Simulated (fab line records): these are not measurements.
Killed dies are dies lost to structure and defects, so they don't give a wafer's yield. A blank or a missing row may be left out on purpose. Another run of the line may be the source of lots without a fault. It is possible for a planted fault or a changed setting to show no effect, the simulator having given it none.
Matching of chambers + flow n5-finfet + N5_BEOL_M11_ILD_DEP_00 on pecvd-02 has 3 sister chambers
The step deposits SiCOH lowk from DEMS/porogen, target thk 308.51 nm, time 58 s. 20 wafers are shown with their chamber, then 10 later ones without.

## WAFERS, EACH WITH ITS CHAMBER
| wafer  | chamber | throttle-valve-pct (%) | heater-power-w (W) | showerhead-plenum-p-Torr (Torr) |
|--------|---------|------------------------|--------------------|---------------------------------|
| L075.1 | 2       | 12.9                   | 238                | 5.741                           |
| L075.2 | 1       | 15.0                   | 282                | 5.712                           |
| L075.3 | 0       | 14.1                   | 376                | 5.737                           |
| L075.4 | 1       | 15.0                   | 221                | 5.715                           |
| L075.5 | 0       | 14.3                   | 372                | 5.724                           |
| L075.6 | 2       | 12.6                   | 242                | 5.727                           |
| L077.2 | 1       | 14.8                   | 240                | 5.704                           |
| L077.5 | 2       | 12.9                   | 256                | 5.723                           |
| L077.6 | 1       | 14.7                   | 243                | 5.703                           |
| L079.1 | 1       | 14.9                   | 228                | 5.707                           |
| L079.5 | 0       | 14.3                   | 369                | 5.729                           |
| L079.6 | 2       | 13.0                   | 226                | 5.746                           |
| L084.1 | 0       | 14.5                   | 371                | 5.725                           |
| L084.3 | 2       | 12.6                   | 236                | 5.735                           |
| L084.5 | 0       | 14.6                   | 382                | 5.731                           |
| L090.1 | 0       | 14.2                   | 372                | 5.740                           |
| L090.4 | 1       | 14.9                   | 276                | 5.711                           |
| L090.6 | 0       | 14.5                   | 368                | 5.718                           |
| L093.1 | 1       | 14.9                   | 269                | 5.705                           |
| L093.2 | 2       | 13.3                   | 265                | 5.734                           |

SIGNATURES (means of the wafers above)
| reading                  | chamber 0 | chamber 1 | chamber 2 | scatter within a chamber |
|--------------------------|-----------|-----------|-----------|--------------------------|
| throttle-valve-pct       | 14.357    | 14.886    | 12.883    | 0.19                     |
| heater-power-w           | 372.86    | 251.29    | 243.83    | 16.6                     |
| showerhead-plenum-p-Torr | 5.72914   | 5.70814   | 5.73433   | 0.00703                  |
Rule: for each reading, subtract the chamber's mean from the wafer's reading, divide by that reading's scatter and square the result; add these up over the readings and take the root, which gives the wafer's distance from the chamber. If the next closest chamber is less than 2 further off than the closest, the wafer can't be placed; otherwise it belongs to the closest. The scatter: take each reading less its chamber's mean, square it, sum over the shown wafers, divide by the number of wafers less the number of chambers, and take the root.

## WAFERS WITHOUT THEIR CHAMBER
| wafer  | throttle-valve-pct (%) | heater-power-w (W) | showerhead-plenum-p-Torr (Torr) |
|--------|------------------------|--------------------|---------------------------------|
| L093.4 | 13.3                   | 271                | 5.732                           |
| L095.2 | 13.1                   | 255                | 5.730                           |
| L095.5 | 14.2                   | 376                | 5.735                           |
| L095.6 | 13.2                   | 278                | 5.738                           |
| L097.2 | 13.1                   | 250                | 5.738                           |
| L097.3 | 13.2                   | 256                | 5.734                           |
| L097.5 | 14.4                   | 377                | 5.730                           |
| L096.1 | 14.8                   | 275                | 5.715                           |
| L096.2 | 14.3                   | 376                | 5.719                           |
| L096.4 | 14.5                   | 382                | 5.724                           |

## THE CHAMBER EACH PASSED THROUGH
| wafer  | from the rows above | in truth |
|--------|---------------------|----------|
| L093.4 | 2                   | 2        |
| L095.2 | 2                   | 2        |
| L095.5 | 0                   | 0        |
| L095.6 | 2                   | 2        |
| L097.2 | 2                   | 2        |
| L097.3 | 2                   | 2        |
| L097.5 | 0                   | 0        |
| L096.1 | 1                   | 1        |
| L096.2 | 0                   | 0        |
| L096.4 | 0                   | 0        |
Correct placement for 10 of the 10. From these rows, 0 cannot be placed. Number placed wrongly: 0.
